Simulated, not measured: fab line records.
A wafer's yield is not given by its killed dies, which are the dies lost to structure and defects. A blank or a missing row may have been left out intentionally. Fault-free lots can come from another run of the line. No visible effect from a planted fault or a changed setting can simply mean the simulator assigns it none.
Comparing a struck lot with a sound one :: flow nand-harc :: 25 steps out of a route of 1302
Sound: wafers L827.1, L827.4, L827.6. Struck: wafer L832.4. (L832.5, L832.6 of the same lot were not struck and are left out.) The cause comes at the end.
At each step with rows: each side's tool, then ch and its chambers, then its first start. Under that, the readings that differ: sound wafers :: struck wafers :: difference of the means :: sigmas: that difference in standard deviations of wafers without a fault.
alike: same words and numbers on both sides, and readings whose means sit less than 2 such deviations apart. not compared: any withheld reading, any reading some wafer has no value for, any bound like >300 that may hide the same value, and any number with overlapping values for which the record gives no deviation.
The two part at a step that has a row with sigmas, a row that says differs or no value, or rows on one side only. Numbers that don't overlap but have no deviation are shown without sigmas and don't part them. A reading that every wafer of one side lacks parts them only if that side has two wafers or more.

first, 1 step without rows for these wafers: NHARC_P_M1_SRD_25.
NHARC_P_M1_INSPECT_27:
  sound: defect-inspect-02 at day 9 22:49; struck: defect-inspect-02 at day 12 16:07
  alike: raw-defect-count
NHARC_P_M1_PRE_CLEAN_32: time 12 s.
  sound on pecvd-01 ch 0,1,2, day 9 22:55; struck on pecvd-01 ch 0, day 12 16:13
reading: heater-power-w (W)
sound: 561 608 568
struck: 668
difference: +89
sigmas: +2

reading: rf-fwd-power-W (W)
sound: 292.7 292.3 294.2
struck: 291.1
difference: -2.0
sigmas: -2
NHARC_P_M1_DEP_33: deposits SiCN, target thk 30 nm.
  sound on pecvd-01 ch 0,1,2, day 9 23:03; struck on pecvd-01 ch 0, day 12 16:23
  alike: heater-power-w, rf-fwd-power-W
then, 7 steps without rows for these wafers: NHARC_P_M2_DEP_00 (deposits SiOC, target thk 182.5 nm); NHARC_P_M2_DEHYDRATE_01 (time 120 s); NHARC_P_M2_HMDS_02 (time 30 s); NHARC_P_M2_COAT_34 (time 65 s); NHARC_P_M2_COAT_03 (resist thk 90 nm); NHARC_P_M2_SOFTBAKE_04 (time 55 s); NHARC_P_M2_EBR_05.
NHARC_P_M2_EXPOSE_06: exposes mask P M2, target cd 170 nm.
  sound on arfi-scanner-03 ch 0, day 9 23:59; struck on arfi-scanner-03 ch 0, day 12 17:23
  alike: mask
then, 2 steps without rows for these wafers: NHARC_P_M2_PEB_07 (peb time 65 s); NHARC_P_M2_DEVELOP_08 (develop time 35 s).
NHARC_P_M2_CD_MEAS_09: the cd target is 170 nm.
  sound on cd-sem-01 ch 0, day 10 00:07; struck on cd-sem-01 ch 0, day 12 17:32
reading: cd-nm (nm)
sound: 170.1 170.6 170.2
struck: 171.9
difference: +1.6
sigmas: +2
NHARC_P_M2_OVL_MEAS_10: pitch 340 nm.
  sound: overlay-01 at day 10 00:13; struck: overlay-02 at day 12 17:37
  alike: overlay-x-nm, overlay-y-nm
NHARC_P_M2_INSPECT_11:
  sound: defect-inspect-02 at day 10 00:14; struck: defect-inspect-01 at day 12 17:38
  alike: raw-defect-count
NHARC_P_M2_DESCUM_14: chemistry O2, time 3 s.
  sound on rie-diel-06 ch 1,3, day 10 00:19; struck on rie-diel-06 ch 1, day 12 17:42
reading: model.P_M2.cd-nm (nm)
sound: 169.8 170.6 170.1
struck: 171.1
difference: +0.9
sigmas: 
  alike: drypump-motor-current-A, oes-product-au, rf-vpp-V, showerhead-plenum-p-Torr, throttle-valve-pct
  not compared: rf-hours-counter-h
NHARC_P_M2_ETCH_35: etches the open film in N2/H2, target depth 40 nm, overetch 12 nm, time 43.94 s.
  sound on rie-diel-06 ch 0,1,3, day 10 00:23; struck on rie-diel-06 ch 0, day 12 17:49
  alike: drypump-motor-current-A, oes-product-au, rf-fwd-power-W, rf-vpp-V, showerhead-plenum-p-Torr, throttle-valve-pct
  not compared: rf-hours-counter-h
NHARC_P_M2_ETCH_15: etches the open film in C4F8/Ar, target depth 182.5 nm, time 91.2 s.
  sound: rie-diel-06 ch 0,1,2; struck: rie-diel-06 ch 3
  alike: oes-product-au, rf-fwd-power-W, rf-vpp-V
  not compared: rf-hours-counter-h
NHARC_P_M2_CD_MEAS_16:
  sound: cd-sem-02 at day 10 00:37; struck: cd-sem-01 at day 12 18:01
reading: cd-nm (nm)
sound: 169.5 170.4 170.0
struck: 171.9
difference: +1.9
sigmas: +2
NHARC_P_M2_STRIP_18: strips in N2/H2.
  sound on rie-diel-12 ch 1,3, day 10 00:41; struck on rie-diel-10 ch 0, day 12 18:10
reading: rf-vpp-V (V)
sound: 93.9 93.3 91.5
struck: 90.5
difference: -2.4
sigmas: -2

reading: throttle-valve-pct (%)
sound: 14.199 14.165 14.155
struck: 14.191
difference: +0.018
sigmas: +2
  alike: drypump-motor-current-A, oes-product-au, rf-fwd-power-W, showerhead-plenum-p-Torr
  not compared: rf-hours-counter-h
NHARC_P_M2_ETCH_28: etches the open film in CF4/N2, target depth 30 nm, time 72.99 s.
  sound: rie-diel-12 ch 0,3; struck: rie-diel-10 ch 3
reading: drypump-motor-current-A (A)
sound: 6.4 6.5 6.4
struck: 5.5
difference: -0.9
sigmas: -2

reading: rf-vpp-V (V)
sound: 317.8 311.7 310.1
struck: 317.9
difference: +4.7
sigmas: +2
  alike: oes-product-au, rf-fwd-power-W, showerhead-plenum-p-Torr, throttle-valve-pct
  not compared: rf-hours-counter-h, model.P_M2.cd-nm
then, 1 step without rows for these wafers: NHARC_P_M2_STRIP_19 (strips in post etch residue remover, time 600 s).
NHARC_END_SORT_01:
  the record has rows for the sound wafers here (prober-01 ch 0, day 28 03:33) and none for the struck ones

WHERE THEY PART
At NHARC_P_M1_PRE_CLEAN_32 first; at NHARC_END_SORT_01 last (within this record only).

WHY: the cause the simulator had injected
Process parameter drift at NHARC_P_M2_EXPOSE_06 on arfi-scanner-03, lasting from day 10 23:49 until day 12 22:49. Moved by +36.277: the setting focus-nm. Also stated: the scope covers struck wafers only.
